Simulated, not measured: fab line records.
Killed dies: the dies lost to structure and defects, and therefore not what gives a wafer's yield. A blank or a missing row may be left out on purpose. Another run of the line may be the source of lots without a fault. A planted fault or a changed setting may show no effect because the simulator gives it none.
Chamber matching    flow n5-finfet    N5_BEOL_M9_CURE_72 on uv-cure-02: 3 sister chambers
The step cures SiCOH lowk, time 120 s. 6 wafers are shown with their chamber, then 8 later ones without.

## EACH WAFER AND ITS CHAMBER
wafer   chamber  wafer_temp_C_max  lamp-power-pct (%)
L076.6  0        371.4             52.28
L078.2  1        371.5             52.35
L078.6  1        371.3             52.36
L081.2  2        371.2             52.36
L081.5  2        371.4             52.35
L088.2  0        371.9             52.26

## WAFERS WITHOUT THEIR CHAMBER
wafer   wafer_temp_C_max  lamp-power-pct (%)
L088.3  371.8             52.28
L088.6  371.4             52.34
L085.3  371.9             52.37
L085.4  372.4             52.31
L085.5  371.3             52.36
L095.4  371.2             52.29
L095.5  371.3             52.21
L095.6  372.3             52.41

## WHICH CHAMBER EACH WENT THROUGH
wafer    from the rows above            in truth
L088.3   0                              0
L088.6   can't be placed: 1 or 2        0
L085.3   can't be placed: 1 or 2        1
L085.4   can't be placed: 0 or 1 or 2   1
L085.5   can't be placed: 2 or 1        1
L095.4   0                              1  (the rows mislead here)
L095.5   0                              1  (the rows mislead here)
L095.6   can't be placed: 1 or 2        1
1 of 8 placed correctly. From these rows, 5 cannot be placed; in 4 the true chamber is one of the candidates. Placed wrongly: 2.
How it was worked out, from the rows above alone: a wafer's distance from a chamber is the root of the sum, over the readings, of the square of ((its reading less the chamber's mean) divided by the reading's scatter). If the next closest chamber is less than 2 further off than the closest, the wafer can't be placed; otherwise it belongs to the closest. A chamber's mean is the mean of its shown wafers. The scatter: the root of (the sum of the squares of (reading less its chamber's mean) over the shown wafers, divided by (wafers less chambers)).
